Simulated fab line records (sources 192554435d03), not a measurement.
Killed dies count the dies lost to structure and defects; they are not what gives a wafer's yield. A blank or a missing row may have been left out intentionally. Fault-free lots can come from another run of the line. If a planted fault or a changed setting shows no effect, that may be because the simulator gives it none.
Which tool did it? || flow n5_finfet || 27 wafers from 9 lots sampled at 6 of the route's 1938 steps

WHAT EACH GAUGE READ, for each wafer
N5_BEOL_M4_RC_MEAS_101.
{"lot": "L898", "measured": "day 11 01:40", "on": "prober-02", "DIBL_N (mV/V)": "36.6 37.0 36.9", "DIBL_P (mV/V)": "38.9 39.9 39.0", "IOFF_N (nA/um)": "0.186 0.209 0.191", "IOFF_P (nA/um)": "0.239 0.253 0.232", "ION_N (uA/um)": "683 693 682", "ION_P (uA/um)": "467 470 470", "SS_N (mV/dec)": "71.1 71.8 71.4", "SS_P (mV/dec)": "74.4 73.7 73.8", "VT_N (mV)": "248.0 244.0 246.5", "VT_P (mV)": "-248 -245 -248"}
{"lot": "L899", "measured": "day 11 11:25", "on": "prober-02", "DIBL_N (mV/V)": "36.1 36.5 35.3", "DIBL_P (mV/V)": "37.8 37.9 36.7", "IOFF_N (nA/um)": "0.161 0.169 0.151", "IOFF_P (nA/um)": "0.257 0.252 0.234", "ION_N (uA/um)": "681 686 677", "ION_P (uA/um)": "471 475 470", "SS_N (mV/dec)": "72.2 72.2 72.2", "SS_P (mV/dec)": "74.1 73.7 73.3", "VT_N (mV)": "250.2 248.9 248.3", "VT_P (mV)": "-245 -245 -245"}
{"lot": "L901", "measured": "day 11 14:50", "on": "prober-02", "DIBL_N (mV/V)": "36.9 36.6 36.5", "DIBL_P (mV/V)": "37.8 37.4 37.5", "IOFF_N (nA/um)": "0.162 0.155 0.156", "IOFF_P (nA/um)": "0.189 0.180 0.176", "ION_N (uA/um)": "680 667 682", "ION_P (uA/um)": "459 454 460", "SS_N (mV/dec)": "71.5 71.3 71.9", "SS_P (mV/dec)": "73.0 74.0 72.5", "VT_N (mV)": "250.4 251.2 250.6", "VT_P (mV)": "-253 -254 -256"}
{"lot": "L902", "measured": "day 11 17:20", "on": "prober-02", "DIBL_N (mV/V)": "35.8 35.8 35.5", "DIBL_P (mV/V)": "36.0 36.5 35.2", "IOFF_N (nA/um)": "0.152 0.151 0.148", "IOFF_P (nA/um)": "0.205 0.210 0.194", "ION_N (uA/um)": "680 669 682", "ION_P (uA/um)": "465 458 464", "SS_N (mV/dec)": "71.8 71.4 71.0", "SS_P (mV/dec)": "73.0 73.1 73.2", "VT_N (mV)": "252.3 249.7 250.3", "VT_P (mV)": "-252 -250 -252"}
{"lot": "L907", "measured": "day 13 02:37", "on": "prober-01", "DIBL_N (mV/V)": "36.6 36.0 37.1", "DIBL_P (mV/V)": "36.6 36.7 37.6", "IOFF_N (nA/um)": "0.161 0.152 0.177", "IOFF_P (nA/um)": "0.226 0.232 0.246", "ION_N (uA/um)": "682 670 686", "ION_P (uA/um)": "467 466 471", "SS_N (mV/dec)": "71.9 71.6 71.3", "SS_P (mV/dec)": "73.1 73.4 72.5", "VT_N (mV)": "251.7 251.2 247.3", "VT_P (mV)": "-247 -251 -246"}
{"lot": "L912", "measured": "day 14 11:44", "on": "prober-01", "DIBL_N (mV/V)": "36.2 35.3 34.6", "DIBL_P (mV/V)": "38.9 38.1 36.3", "IOFF_N (nA/um)": "0.194 0.165 0.152", "IOFF_P (nA/um)": "0.254 0.232 0.215", "ION_N (uA/um)": "695 677 678", "ION_P (uA/um)": "471 464 465", "SS_N (mV/dec)": "72.0 72.7 71.9", "SS_P (mV/dec)": "73.8 72.7 73.0", "VT_N (mV)": "247.0 248.3 251.2", "VT_P (mV)": "-246 -248 -247"}
{"lot": "L913", "measured": "day 14 12:09", "on": "prober-02", "DIBL_N (mV/V)": "38.8 36.4 38.4", "DIBL_P (mV/V)": "39.4 36.0 38.4", "IOFF_N (nA/um)": "0.225 0.173 0.204", "IOFF_P (nA/um)": "0.302 0.244 0.288", "ION_N (uA/um)": "700 682 687", "ION_P (uA/um)": "475 471 479", "SS_N (mV/dec)": "72.1 71.6 71.8", "SS_P (mV/dec)": "74.0 72.6 74.0", "VT_N (mV)": "243.9 246.0 246.0", "VT_P (mV)": "-244 -245 -244"}
{"lot": "L911", "measured": "day 14 13:41", "on": "prober-01", "DIBL_N (mV/V)": "36.9 35.9 35.0", "DIBL_P (mV/V)": "36.6 36.2 35.2", "IOFF_N (nA/um)": "0.173 0.165 0.147", "IOFF_P (nA/um)": "0.202 0.208 0.184", "ION_N (uA/um)": "686 693 682", "ION_P (uA/um)": "460 468 463", "SS_N (mV/dec)": "71.6 71.5 70.8", "SS_P (mV/dec)": "73.0 73.9 72.8", "VT_N (mV)": "248.1 248.6 249.1", "VT_P (mV)": "-253 -250 -251"}
{"lot": "L917", "measured": "day 16 07:52", "on": "prober-02", "DIBL_N (mV/V)": "38.1 37.7 39.2", "DIBL_P (mV/V)": "38.1 36.9 38.9", "IOFF_N (nA/um)": "0.181 0.170 0.206", "IOFF_P (nA/um)": "0.251 0.233 0.258", "ION_N (uA/um)": "678 691 690", "ION_P (uA/um)": "468 469 463", "SS_N (mV/dec)": "72.3 72.2 72.1", "SS_P (mV/dec)": "74.5 74.4 73.9", "VT_N (mV)": "248.3 249.1 245.9", "VT_P (mV)": "-249 -247 -249"}

N5_BEOL_M8_RS_MEAS_57: measurement is done with a four-point probe.
{"lot": "L898", "measured": "day 12 13:05", "on": "film_metro-01", "M8_RS (ohm/sq)": "0.287 0.291 0.284"}
{"lot": "L899", "measured": "day 12 18:16", "on": "film_metro-01", "M8_RS (ohm/sq)": "0.292 0.280 0.283"}
{"lot": "L901", "measured": "day 13 00:17", "on": "film_metro-01", "M8_RS (ohm/sq)": "0.288 0.274 0.281"}
{"lot": "L902", "measured": "day 13 05:53", "on": "film_metro-02", "M8_RS (ohm/sq)": "0.281 0.280 0.290"}
{"lot": "L907", "measured": "day 14 15:38", "on": "film_metro-01", "M8_RS (ohm/sq)": "0.283 0.280 0.281"}
{"lot": "L912", "measured": "day 16 03:54", "on": "film_metro-02", "M8_RS (ohm/sq)": "0.291 0.297 0.286"}
{"lot": "L913", "measured": "day 16 04:05", "on": "film_metro-01", "M8_RS (ohm/sq)": "0.281 0.284 0.287"}
{"lot": "L911", "measured": "day 16 12:34", "on": "film_metro-02", "M8_RS (ohm/sq)": "0.301 0.297 0.297"}
{"lot": "L917", "measured": "day 18 01:40", "on": "film_metro-02", "M8_RS (ohm/sq)": "0.293 0.295 0.295"}

EACH LOT AND THE TOOL THAT RAN IT (in order: tool; ch and the chambers of the sampled wafers; start)
{"lot": "L898", "N5_BEOL_M8_TRENCH_ETCH_37": "rie_diel-01 ch 0,1,2, day 12 11:56 or earlier", "N5_BEOL_M8_SURFACE_TREAT_79": "pvd_sputter-01, day 12 11:56", "N5_BEOL_M8_CVD_78": "cvd_co-02 ch 0,2, day 12 12:01", "N5_BEOL_M8_CMP_52": "cmp-02 ch 0,3, day 12 12:39"}
{"lot": "L899", "N5_BEOL_M8_TRENCH_ETCH_37": "rie_diel-04 ch 0,1,2, day 12 16:58 or earlier", "N5_BEOL_M8_SURFACE_TREAT_79": "pvd_sputter-02, day 12 16:58", "N5_BEOL_M8_CVD_78": "cvd_co-02 ch 0,1,2, day 12 17:02", "N5_BEOL_M8_CMP_52": "cmp-02 ch 0,1,2, day 12 17:56"}
{"lot": "L901", "N5_BEOL_M8_TRENCH_ETCH_37": "rie_diel-06 ch 0,3, day 12 23:01 or earlier", "N5_BEOL_M8_SURFACE_TREAT_79": "pvd_sputter-02, day 12 23:01", "N5_BEOL_M8_CVD_78": "cvd_co-02 ch 0,1, day 12 23:09", "N5_BEOL_M8_CMP_52": "cmp-02 ch 0,2, day 12 23:53"}
{"lot": "L902", "N5_BEOL_M8_TRENCH_ETCH_37": "rie_diel-01 ch 1,2,3, day 13 03:08 or earlier", "N5_BEOL_M8_SURFACE_TREAT_79": "pvd_sputter-03, day 13 03:08", "N5_BEOL_M8_CVD_78": "cvd_co-02 ch 0,1, day 13 04:13", "N5_BEOL_M8_CMP_52": "cmp-02 ch 0,1,3, day 13 05:27"}
{"lot": "L907", "N5_BEOL_M8_TRENCH_ETCH_37": "rie_diel-01 ch 1,2, day 14 14:18 or earlier", "N5_BEOL_M8_SURFACE_TREAT_79": "pvd_sputter-03, day 14 14:18", "N5_BEOL_M8_CVD_78": "cvd_co-02 ch 0,1, day 14 14:22", "N5_BEOL_M8_CMP_52": "cmp-02 ch 0,1,2, day 14 15:15"}
{"lot": "L912", "N5_BEOL_M8_TRENCH_ETCH_37": "rie_diel-01 ch 0,1,3, day 16 02:06 or earlier", "N5_BEOL_M8_SURFACE_TREAT_79": "pvd_sputter-03, day 16 02:06", "N5_BEOL_M8_CVD_78": "cvd_co-01 ch 1,2, day 16 02:21", "N5_BEOL_M8_CMP_52": "cmp-04 ch 1,2, day 16 03:29"}
{"lot": "L913", "N5_BEOL_M8_TRENCH_ETCH_37": "rie_diel-06 ch 2,3, day 16 02:08 or earlier", "N5_BEOL_M8_SURFACE_TREAT_79": "pvd_sputter-03, day 16 02:08", "N5_BEOL_M8_CVD_78": "cvd_co-02 ch 0,1,2, day 16 02:26", "N5_BEOL_M8_CMP_52": "cmp-01 ch 0,3, day 16 03:40"}
{"lot": "L911", "N5_BEOL_M8_TRENCH_ETCH_37": "rie_diel-06 ch 1,3, day 16 09:33 or earlier", "N5_BEOL_M8_SURFACE_TREAT_79": "pvd_sputter-01, day 16 09:33", "N5_BEOL_M8_CVD_78": "cvd_co-02 ch 0,1,2, day 16 09:49", "N5_BEOL_M8_CMP_52": "cmp-04 ch 0,2, day 16 12:07"}
{"lot": "L917", "N5_BEOL_M8_TRENCH_ETCH_37": "rie_diel-06 ch 1,2,3, day 17 22:37 or earlier", "N5_BEOL_M8_SURFACE_TREAT_79": "pvd_sputter-02, day 17 22:37", "N5_BEOL_M8_CVD_78": "cvd_co-02 ch 0,1,2, day 17 22:45", "N5_BEOL_M8_CMP_52": "cmp-04 ch 0,3, day 18 01:17"}
- N5_BEOL_M8_TRENCH_ETCH_37: etches SiCOH lowk in C4F6/O2, target depth 93.478 nm, time 31.2 s.
- N5_BEOL_M8_SURFACE_TREAT_79
- N5_BEOL_M8_CVD_78: deposits Co from CCTBA/H2, target thk 2 nm, time 142.3 s.
- N5_BEOL_M8_CMP_52: polishes, stops on SiCOH lowk, t overpolish 6.9 s, target thk 80 nm.

WHAT THE TOOLS THEMSELVES READ (means of the sampled wafers that have a number; where no wafer has one, the mark that the record gives instead)
N5_BEOL_M8_TRENCH_ETCH_37.
{"lot": "L898", "tool": "rie_diel-01", "drypump_motor_current_A (A)": 5.9, "oes_product_au (a.u.)": 0.81, "rf_vpp_V (V)": 668, "showerhead_plenum_p_Torr (Torr)": 2.87, "throttle_valve_pct (%)": 21.00}
{"lot": "L899", "tool": "rie_diel-04", "drypump_motor_current_A (A)": 5.7, "oes_product_au (a.u.)": 0.77, "rf_vpp_V (V)": 664, "showerhead_plenum_p_Torr (Torr)": 2.92, "throttle_valve_pct (%)": 20.96}
{"lot": "L901", "tool": "rie_diel-06", "drypump_motor_current_A (A)": 5.9, "oes_product_au (a.u.)": 0.72, "rf_vpp_V (V)": 658, "showerhead_plenum_p_Torr (Torr)": 2.83, "throttle_valve_pct (%)": 20.98}
{"lot": "L902", "tool": "rie_diel-01", "drypump_motor_current_A (A)": 5.8, "oes_product_au (a.u.)": 0.78, "rf_vpp_V (V)": 665, "showerhead_plenum_p_Torr (Torr)": 2.83, "throttle_valve_pct (%)": 21.08}
{"lot": "L907", "tool": "rie_diel-01", "drypump_motor_current_A (A)": 6.1, "oes_product_au (a.u.)": 0.79, "rf_vpp_V (V)": 662, "showerhead_plenum_p_Torr (Torr)": 2.79, "throttle_valve_pct (%)": 21.09}
{"lot": "L912", "tool": "rie_diel-01", "drypump_motor_current_A (A)": 5.7, "oes_product_au (a.u.)": 0.76, "rf_vpp_V (V)": 670, "showerhead_plenum_p_Torr (Torr)": 2.89, "throttle_valve_pct (%)": 21.07}
{"lot": "L913", "tool": "rie_diel-06", "drypump_motor_current_A (A)": 5.4, "oes_product_au (a.u.)": 0.70, "rf_vpp_V (V)": 669, "showerhead_plenum_p_Torr (Torr)": 2.89, "throttle_valve_pct (%)": 20.90}
{"lot": "L911", "tool": "rie_diel-06", "drypump_motor_current_A (A)": 5.8, "oes_product_au (a.u.)": 0.75, "rf_vpp_V (V)": 672, "showerhead_plenum_p_Torr (Torr)": 2.84, "throttle_valve_pct (%)": 21.02}
{"lot": "L917", "tool": "rie_diel-06", "drypump_motor_current_A (A)": 5.6, "oes_product_au (a.u.)": 0.71, "rf_vpp_V (V)": 670, "showerhead_plenum_p_Torr (Torr)": 2.86, "throttle_valve_pct (%)": 20.99}

N5_BEOL_M8_CVD_78.
{"lot": "L898", "tool": "cvd_co-02", "chamber_pressure_Torr (Torr)": 29.98, "run_length_s (s)": 165.4}
{"lot": "L899", "tool": "cvd_co-02", "chamber_pressure_Torr (Torr)": "-", "run_length_s (s)": "-"}
{"lot": "L901", "tool": "cvd_co-02", "chamber_pressure_Torr (Torr)": "-", "run_length_s (s)": "-"}
{"lot": "L902", "tool": "cvd_co-02", "chamber_pressure_Torr (Torr)": 30.05, "run_length_s (s)": 164.8}
{"lot": "L907", "tool": "cvd_co-02", "chamber_pressure_Torr (Torr)": 30.06, "run_length_s (s)": 165.0}
{"lot": "L912", "tool": "cvd_co-01", "chamber_pressure_Torr (Torr)": 30.00, "run_length_s (s)": 164.9}
{"lot": "L913", "tool": "cvd_co-02", "chamber_pressure_Torr (Torr)": 30.03, "run_length_s (s)": 165.2}
{"lot": "L911", "tool": "cvd_co-02", "chamber_pressure_Torr (Torr)": 30.05, "run_length_s (s)": 165.1}
{"lot": "L917", "tool": "cvd_co-02", "chamber_pressure_Torr (Torr)": 30.00, "run_length_s (s)": 165.1}

N5_BEOL_M8_CMP_52.
{"lot": "L898", "tool": "cmp-02", "barrier_field_endpoint_s (s)": 29.2, "motor_current_A (A)": 5.82, "slurry_filter_dp_kPa (kPa)": 13.43}
{"lot": "L899", "tool": "cmp-02", "barrier_field_endpoint_s (s)": 27.0, "motor_current_A (A)": 5.92, "slurry_filter_dp_kPa (kPa)": 13.45}
{"lot": "L901", "tool": "cmp-02", "barrier_field_endpoint_s (s)": 27.4, "motor_current_A (A)": 5.98, "slurry_filter_dp_kPa (kPa)": 13.41}
{"lot": "L902", "tool": "cmp-02", "barrier_field_endpoint_s (s)": 29.1, "motor_current_A (A)": 5.71, "slurry_filter_dp_kPa (kPa)": 13.65}
{"lot": "L907", "tool": "cmp-02", "barrier_field_endpoint_s (s)": 29.1, "motor_current_A (A)": 5.92, "slurry_filter_dp_kPa (kPa)": 13.59}
{"lot": "L912", "tool": "cmp-04", "barrier_field_endpoint_s (s)": 28.1, "motor_current_A (A)": 6.19, "slurry_filter_dp_kPa (kPa)": 13.41}
{"lot": "L913", "tool": "cmp-01", "barrier_field_endpoint_s (s)": 29.1, "motor_current_A (A)": 5.54, "slurry_filter_dp_kPa (kPa)": 13.46}
{"lot": "L911", "tool": "cmp-04", "barrier_field_endpoint_s (s)": 28.8, "motor_current_A (A)": 5.88, "slurry_filter_dp_kPa (kPa)": 13.43}
{"lot": "L917", "tool": "cmp-04", "barrier_field_endpoint_s (s)": 29.8, "motor_current_A (A)": 6.18, "slurry_filter_dp_kPa (kPa)": 13.45}

THE ANSWER, worked out from the rows above alone
Rule: usual is defined by the lots themselves. Put in order of their means at a reading, lots are off if they are a third of the lots or fewer, leave a main group of 4 or more, and stand apart from it by a gap of 3 or more times the standard deviation of the main group's means; of several such gaps the widest counts. Not used: any main group whose means are identical at the precision the tables above print for the reading. Also off: a lot with no number at a reading for which 4 or more lots have one. The other lots that the step has rows for count as sound. Order of review: gauges by route order, followed by the tools' own readings, for which a lot's mean as printed above is used. At the first step where some lot is off, the reading lying furthest off is the one used; lots without a number count as furthest.
Off at N5_BEOL_M8_CVD_78 (chamber_pressure_Torr): L899, L901. Without a number there: L899, L901. The main group has a mean of 30.02 Torr with a standard deviation of 0.029.
If a tool, at that step or one of the process steps before it, ran each lot that is off and ran no sound lot following the first of them, it fits. N5_BEOL_M8_TRENCH_ETCH_37: start missing for some lots; hours and lot order therefore follow N5_BEOL_M8_SURFACE_TREAT_79. Not one of the candidates tried fits.

WHAT THE SIMULATOR PUT IN
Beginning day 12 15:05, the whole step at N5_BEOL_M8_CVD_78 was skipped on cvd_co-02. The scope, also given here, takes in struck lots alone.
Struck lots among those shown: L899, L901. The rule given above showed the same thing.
